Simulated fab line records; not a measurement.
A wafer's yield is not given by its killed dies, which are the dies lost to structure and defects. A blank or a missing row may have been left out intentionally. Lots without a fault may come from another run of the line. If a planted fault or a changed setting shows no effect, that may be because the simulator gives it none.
Split-lot trial | flow n5Finfet | route with 1938 steps; 7 lots, 21 wafers read

== THE SPLIT ITSELF ==
At N5_DUMMY_GATE_CVD_03 (deposits a-Si from SiH4, target thk 150 nm, time 8042 s), the setting tempC was moved away from the recipe's 530 C on 12 of the 21 wafers read, by -1.8% to +4.3%. The other wafers ran this setting at the recipe's value.

The split's own step is where the reading is taken.

== THE READING ==
a-Si_of_DUMMY_GATE_CVD_03.thkNm (the simulator's own value, which no gauge read), in nm, at N5_DUMMY_GATE_CVD_03 (deposits a-Si from SiH4, target thk 150 nm, time 8042 s). The file does not state a usual value for it. Average 150.3 nm, standard deviation 1.4 nm, over the 9 wafers here run with the recipe.

wafer  | tool, chamber at the split | tempC as run, C | against the recipe | a-Si_of_DUMMY_GATE_CVD_03.thkNm, nm | against lot-mates on the recipe
L076.2 | -, -                       | 530             | recipe             | 151.6                               | -
L076.3 | -, -                       | 530             | recipe             | 151.2                               | -
L076.6 | -, -                       | 530             | recipe             | 153.4                               | -
L084.1 | -, -                       | 520.6           | -1.8%              | 117                                 | no lot-mate on the recipe
L084.5 | -, -                       | 520.6           | -1.8%              | 117.8                               | no lot-mate on the recipe
L084.6 | -, -                       | 520.6           | -1.8%              | 116.2                               | no lot-mate on the recipe
L088.1 | -, -                       | 547.1           | +3.2%              | 237.4                               | no lot-mate on the recipe
L088.4 | -, -                       | 547.1           | +3.2%              | 239.2                               | no lot-mate on the recipe
L088.5 | -, -                       | 547.1           | +3.2%              | 239.6                               | no lot-mate on the recipe
L089.2 | lpcvd-02, 1/20             | 530             | recipe             | 149.6                               | -
L089.5 | lpcvd-02, 1/34             | 530             | recipe             | 148.8                               | -
L089.6 | lpcvd-02, 1/39             | 530             | recipe             | 149.4                               | -
L090.3 | -, -                       | 530             | recipe             | 148.8                               | -
L090.5 | -, -                       | 530             | recipe             | 149.4                               | -
L090.6 | -, -                       | 530             | recipe             | 150.4                               | -
L093.2 | -, -                       | 522.8           | -1.4%              | 122                                 | no lot-mate on the recipe
L093.4 | -, -                       | 522.8           | -1.4%              | 123                                 | no lot-mate on the recipe
L093.5 | -, -                       | 522.8           | -1.4%              | 121.8                               | no lot-mate on the recipe
L094.2 | -, -                       | 552.9           | +4.3%              | 278.6                               | no lot-mate on the recipe
L094.4 | -, -                       | 552.9           | +4.3%              | 279                                 | no lot-mate on the recipe
L094.6 | -, -                       | 552.9           | +4.3%              | 280.4                               | no lot-mate on the recipe

FIT RESULTS
A straight line over all 21 wafers: a-Si_of_DUMMY_GATE_CVD_03.thkNm changes by +26.9 nm for each +1% of tempC; r = +0.99; the points scatter about the line by 6.4 nm.
Too few moved wafers have a lot-mate on the recipe to fit a line with each lot's own level taken away.

== THE WHOLE CHAIN: every reading that the file lists as answering this split, in the file's order ==
step                 | what it does                                            | reading                                                                          | change (the file's fit)              | r (the file's)
N5_DUMMY_GATE_CVD_03 | deposits a-Si from SiH4, target thk 150 nm, time 8042 s | a-Si_of_DUMMY_GATE_CVD_03.thkNm (the simulator's own value, which no gauge read) | +26.9 nm for each +1% of the setting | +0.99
N5_DUMMY_GATE_CMP_04 | polishes a-Si                                           | timeToEndpointS                                                                  | withheld for each +1% of the setting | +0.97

== THE FILE'S OWN FIT ==
a-Si_of_DUMMY_GATE_CVD_03.thkNm changes by +26.9 nm for each +1% of tempC, r = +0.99.
